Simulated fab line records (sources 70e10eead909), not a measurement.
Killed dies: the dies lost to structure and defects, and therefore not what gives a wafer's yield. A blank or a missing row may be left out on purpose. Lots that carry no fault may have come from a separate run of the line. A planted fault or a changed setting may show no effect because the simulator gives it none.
Which of the tools did it?	flow nand-harc	72 wafers from 24 lots sampled at 5 of the route's 1159 steps

WHAT THE GAUGES READ, wafer by wafer
NHARC_A_M1_INSPECT_11. Usual: raw-defect-count at 30, with a standard deviation of 11.
lot	measured	on	raw-defect-count	flag
L075	day 17 22:28	defect-inspect-01	26 31 41	
L076	day 17 22:05	defect-inspect-01	22 27 21	
L074	day 18 01:16	defect-inspect-01	19 8 17	
L078	day 18 07:07	defect-inspect-02	20 26 32	
L080	day 18 14:56	defect-inspect-01	29 42 27	
L079	day 18 03:52	defect-inspect-01	22 24 13	
L077	day 18 19:32	defect-inspect-01	16 16 11	
L081	day 19 05:09	defect-inspect-02	39 37 30	
L083	day 19 20:34	defect-inspect-02	30 16 20	
L082	day 19 19:13	defect-inspect-02	37 51 46	
L084	day 20 04:47	defect-inspect-02	33 27 26	
L086	day 20 21:04	defect-inspect-02	18 15 16	
L085	day 20 20:05	defect-inspect-01	27 21 29	
L087	day 21 04:14	defect-inspect-02	33 34 32	
L090	day 21 19:14	defect-inspect-01	29 30 26	
L091	day 21 18:16	defect-inspect-02	34 38 32	
L089	day 21 19:55	defect-inspect-01	33 38 37	
L088	day 21 23:37	defect-inspect-02	18 15 20	
L093	day 22 00:20	defect-inspect-02	51 49 49	
L092	day 22 15:21	defect-inspect-01	20 28 31	
L094	day 22 15:30	defect-inspect-02	23 20 21	
L096	day 22 15:40	defect-inspect-01	49 58 40	
L095	day 22 18:37	defect-inspect-01	43 37 30	
L097	day 23 18:08	defect-inspect-02	37 40 47	

NHARC_HYBRID_BOND_OVL_MEAS_05. Usual: overlay-x-nm 0 nm, standard deviation 32; overlay-y-nm -4 nm, standard deviation 32.
lot	measured	on	overlay-x-nm (nm)	overlay-y-nm (nm)	flag
L075	day 18 13:48	overlay-02	39 -36 48	20 -4 -23	
L076	day 18 13:47	overlay-01	8 -32 32	-21 9 -71	
L074	day 18 20:01	overlay-01	-11 -1 -23	-12 25 -54	
L078	day 19 02:46	overlay-02	22 84 2	-32 -5 6	
L080	day 19 09:36	overlay-02	-10 -49 -7	-29 16 8	
L079	day 18 20:01	overlay-02	2 2 -14	45 -61 31	
L077	day 19 09:36	overlay-01	-55 90 -2	-31 -39 -32	
L081	day 20 00:59	overlay-02	3 20 -24	11 -44 -39	
L083	day 20 13:33	overlay-01	-7 18 -6	-8 50 28	
L082	day 20 13:33	overlay-02	45 5 -6	-2 -42 -43	
L084	day 20 23:56	overlay-02	-33 -27 36	-11 1 62	
L086	day 21 17:14	overlay-02	-59 44 31	55 -43 -45	
L085	day 21 17:14	overlay-01	-2 -39 -6	-2 54 5	
L087	day 21 21:37	overlay-01	-31 16 -42	25 -8 63	
L090	day 22 16:41	overlay-02	14 18 26	-55 16 -9	
L091	day 22 16:41	overlay-01	14 51 37	-34 15 -61	
L089	day 22 16:41	overlay-02	29 -13 -44	-36 15 45	
L088	day 22 16:41	overlay-01	13 -14 -20	-6 -35 -40	
L093	day 22 16:42	overlay-01	60 -56 30	-18 0 56	
L092	day 23 09:13	overlay-01	3 -15 -105	25 82 1	
L094	day 23 09:13	overlay-02	17 -3 30	-26 -19 8	
L096	day 23 09:13	overlay-01	43 37 5	39 -14 -61	
L095	day 23 09:14	overlay-02	-8 27 11	-22 -30 -6	
L097	day 24 09:21	overlay-02	9 35 -41	21 22 -18	

WHICH TOOL RAN EACH LOT (tool, then ch and the chambers of the sampled wafers, then the start)
lot	NHARC_A_WL_FILL_ETCHBACK_16	NHARC_A_CONTACT_ETCH_106	NHARC_A_BLC_ETCH_18
L075	rie-diel-07 ch 1,2, day 16 21:38 or earlier	rie-diel-11 ch 1,2, day 16 21:38	rie-diel-04 ch 1,3, day 17 22:28 or earlier
L076	rie-diel-08 ch 2,3, day 16 22:04 or earlier	rie-diel-01 ch 0,1,2, day 16 22:04	rie-diel-10 ch 0,1,2, day 17 22:05 or earlier
L074	rie-diel-08 ch 0,2, day 17 02:50 or earlier	rie-diel-01 ch 0,2, day 17 02:50	rie-diel-04 ch 0,1,3, day 18 01:16 or earlier
L078	rie-diel-08 ch 0,1,3, day 17 12:40 or earlier	rie-diel-12 ch 0,1,3, day 17 12:40	rie-diel-03 ch 1,3, day 18 07:07 or earlier
L080	rie-diel-07 ch 2,3, day 17 16:51 or earlier	rie-diel-11 ch 1,2,3, day 17 16:51	rie-diel-04 ch 0,2,3, day 18 14:56 or earlier
L079	rie-diel-05 ch 0,1, day 17 10:43 or earlier	rie-diel-11 ch 0,2, day 17 10:43	rie-diel-03 ch 0,1,3, day 18 03:52 or earlier
L077	rie-diel-08 ch 0,1,2, day 17 23:52 or earlier	rie-diel-11 ch 0,1,2, day 17 23:52	rie-diel-03 ch 0,1,3, day 18 19:32 or earlier
L081	rie-diel-08 ch 0,1,3, day 18 09:23 or earlier	rie-diel-12 ch 0,1,3, day 18 09:23	rie-diel-04 ch 0,1,2, day 19 05:09 or earlier
L083	rie-diel-05 ch 0,1, day 18 22:34 or earlier	rie-diel-11 ch 1,2,3, day 18 22:34	rie-diel-10 ch 0,1,2, day 19 20:34 or earlier
L082	rie-diel-07 ch 1,2,3, day 18 21:36 or earlier	rie-diel-01 ch 1,2,3, day 18 21:36	rie-diel-03 ch 0,2,3, day 19 19:13 or earlier
L084	rie-diel-08 ch 2,3, day 19 07:40 or earlier	rie-diel-11 ch 0,1,2, day 19 07:40	rie-diel-10 ch 0,1, day 20 04:47 or earlier
L086	rie-diel-07 ch 0,2, day 20 02:19 or earlier	rie-diel-12 ch 0,2, day 20 02:19	rie-diel-10 ch 0,3, day 20 21:04 or earlier
L085	rie-diel-05 ch 1,2, day 20 01:28 or earlier	rie-diel-11 ch 1,2,3, day 20 01:28	rie-diel-03 ch 0,3, day 20 20:05 or earlier
L087	rie-diel-08 ch 0,1,2, day 20 06:25 or earlier	rie-diel-11 ch 0,2,3, day 20 06:25	rie-diel-03 ch 0,3, day 21 04:14 or earlier
L090	rie-diel-07 ch 0,3, day 20 19:39 or earlier	rie-diel-11 ch 0,1,3, day 20 19:39	rie-diel-03 ch 1,2, day 21 19:14 or earlier
L091	rie-diel-05 ch 2,3, day 20 18:04 or earlier	rie-diel-11 ch 0,1,3, day 20 18:04	rie-diel-04 ch 0,3, day 21 18:16 or earlier
L089	rie-diel-05 ch 1,2,3, day 20 21:56 or earlier	rie-diel-11 ch 1,2, day 20 21:56	rie-diel-10 ch 0,1,2, day 21 19:55 or earlier
L088	rie-diel-07 ch 2,3, day 20 23:02 or earlier	rie-diel-01 ch 1,2, day 20 23:02	rie-diel-04 ch 1,2,3, day 21 23:37 or earlier
L093	rie-diel-08 ch 0,1,2, day 21 03:47 or earlier	rie-diel-11 ch 0,1, day 21 03:47	rie-diel-03 ch 0,1,2, day 22 00:20 or earlier
L092	rie-diel-05 ch 0,1,2, day 21 11:21 or earlier	rie-diel-12 ch 2,3, day 21 11:21	rie-diel-04 ch 1,2, day 22 15:21 or earlier
L094	rie-diel-07 ch 1,2, day 21 13:07 or earlier	rie-diel-11 ch 0,2, day 21 13:07	rie-diel-03 ch 0,1,3, day 22 15:30 or earlier
L096	rie-diel-08 ch 1,2,3, day 21 15:05 or earlier	rie-diel-11 ch 0,1,3, day 21 15:05	rie-diel-10 ch 0,1,2, day 22 15:40 or earlier
L095	rie-diel-07 ch 0,2,3, day 21 19:40 or earlier	rie-diel-11 ch 0,1,3, day 21 19:40	rie-diel-03 ch 0,1,2, day 22 18:37 or earlier
L097	rie-diel-07 ch 0,2,3, day 22 16:25 or earlier	rie-diel-11 ch 0,2,3, day 22 16:25	rie-diel-03 ch 0,1,2, day 23 18:08 or earlier
- NHARC_A_WL_FILL_ETCHBACK_16: etches the open film in C4F8/O2/Ar, target depth 88 nm, time 17.6 s.
- NHARC_A_CONTACT_ETCH_106: etches the open film in CF4/O2, target depth 60 nm, overetch 6 nm, time 33 s.
- NHARC_A_BLC_ETCH_18: etches the open film in C4F8/O2/Ar, target depth 910 nm.

AS READ BY THE TOOLS THEMSELVES (means over the sampled wafers that have a number; for cases with no such wafer, the mark the record gives instead)
NHARC_A_WL_FILL_ETCHBACK_16. Usual: oes-product-au 0.984 a.u., standard deviation 0.029; rf-vpp-V 726 V, standard deviation 3.6.
lot	tool	oes-product-au (a.u.)	rf-vpp-V (V)	flag
L075	rie-diel-07	0.997	729	
L076	rie-diel-08	0.993	728	
L074	rie-diel-08	1.000	731	
L078	rie-diel-08	0.981	728	
L080	rie-diel-07	1.001	726	
L079	rie-diel-05	1.008	723	
L077	rie-diel-08	0.996	729	
L081	rie-diel-08	0.923	728	
L083	rie-diel-05	1.003	724	
L082	rie-diel-07	0.928	728	
L084	rie-diel-08	0.992	728	
L086	rie-diel-07	0.997	722	
L085	rie-diel-05	0.981	726	
L087	rie-diel-08	0.998	729	
L090	rie-diel-07	0.994	722	
L091	rie-diel-05	1.003	726	
L089	rie-diel-05	1.008	726	
L088	rie-diel-07	0.994	727	
L093	rie-diel-08	1.003	729	
L092	rie-diel-05	0.919	726	
L094	rie-diel-07	0.993	728	
L096	rie-diel-08	0.928	728	
L095	rie-diel-07	0.992	724	
L097	rie-diel-07	0.994	724	

NHARC_A_CONTACT_ETCH_106. Usual: drypump-motor-current-A 5.7 A, standard deviation 0.34; oes-product-au 1.001 a.u., standard deviation 0.0069; rf-vpp-V 198.2 V, standard deviation 1.6; showerhead-plenum-p-Torr 1.36 Torr, standard deviation 0.063; throttle-valve-pct 13.398 %, standard deviation 0.0096.
lot	tool	drypump-motor-current-A (A)	oes-product-au (a.u.)	rf-vpp-V (V)	showerhead-plenum-p-Torr (Torr)	throttle-valve-pct (%)	flag
L075	rie-diel-11	5.7	1.004	198.0	1.37	13.389	
L076	rie-diel-01	6.2	1.014	196.7	1.30	13.394	
L074	rie-diel-01	6.4	0.990	196.8	1.26	13.397	
L078	rie-diel-12	5.4	1.003	199.1	1.42	13.403	
L080	rie-diel-11	5.7	1.003	197.2	1.34	13.400	
L079	rie-diel-11	5.7	1.008	197.9	1.31	13.406	
L077	rie-diel-11	5.6	0.999	197.9	1.36	13.395	
L081	rie-diel-12	5.4	1.004	200.4	1.42	13.386	
L083	rie-diel-11	5.7	0.996	198.0	1.34	13.392	
L082	rie-diel-01	6.2	1.008	197.6	1.35	13.398	
L084	rie-diel-11	5.7	1.000	197.7	1.36	13.404	
L086	rie-diel-12	5.3	0.998	199.8	1.43	13.394	
L085	rie-diel-11	5.7	1.002	198.0	1.34	13.402	
L087	rie-diel-11	5.7	1.006	197.5	1.34	13.397	
L090	rie-diel-11	5.6	1.007	198.7	1.39	13.405	
L091	rie-diel-11	5.7	1.002	199.1	1.39	13.397	
L089	rie-diel-11	5.7	0.997	195.9	1.31	13.398	
L088	rie-diel-01	6.0	1.002	197.9	1.33	13.399	
L093	rie-diel-11	5.6	1.002	199.0	1.41	13.394	
L092	rie-diel-12	5.2	1.010	200.1	1.43	13.393	
L094	rie-diel-11	5.7	1.001	199.2	1.35	13.395	
L096	rie-diel-11	5.7	0.995	199.0	1.39	13.399	
L095	rie-diel-11	5.7	0.999	199.0	1.38	13.393	
L097	rie-diel-11	5.7	1.000	197.6	1.33	13.403	

NHARC_A_BLC_ETCH_18. Usual: oes-product-au 0.946 a.u., standard deviation 0.024; rf-vpp-V 977 V, standard deviation 5.3.
lot	tool	oes-product-au (a.u.)	rf-vpp-V (V)	flag
L075	rie-diel-04	0.927	982	
L076	rie-diel-10	0.975	972	
L074	rie-diel-04	0.932	984	
L078	rie-diel-03	0.969	975	
L080	rie-diel-04	0.929	981	
L079	rie-diel-03	0.973	978	
L077	rie-diel-03	0.961	978	
L081	rie-diel-04	0.918	983	
L083	rie-diel-10	0.952	971	
L082	rie-diel-03	0.967	977	
L084	rie-diel-10	0.923	972	
L086	rie-diel-10	0.928	975	
L085	rie-diel-03	0.971	981	
L087	rie-diel-03	0.927	978	
L090	rie-diel-03	0.927	975	
L091	rie-diel-04	0.964	983	
L089	rie-diel-10	0.963	970	
L088	rie-diel-04	0.971	982	
L093	rie-diel-03	0.927	978	
L092	rie-diel-04	0.966	984	
L094	rie-diel-03	0.922	978	
L096	rie-diel-10	0.928	971	
L095	rie-diel-03	0.930	976	
L097	rie-diel-03	0.921	977	

THE ANSWER, worked out from the rows above alone
Rule: lot off if the mean of its wafers having a number is beyond 3 standard deviations from the usual mean. A lot without any number at a reading at which 4 lots or more have one is off too. Where the step has rows for the other lots, those lots are counted as sound. Order of review: gauges by route order, followed by the tools' own readings, for which a lot's mean as printed above is used. At the first step where some lot is off, the reading lying furthest off is the one used; lots without a number count as furthest.
No lot is off at any reading shown: from this, nothing can be told.

WHAT THE SIMULATOR PUT IN
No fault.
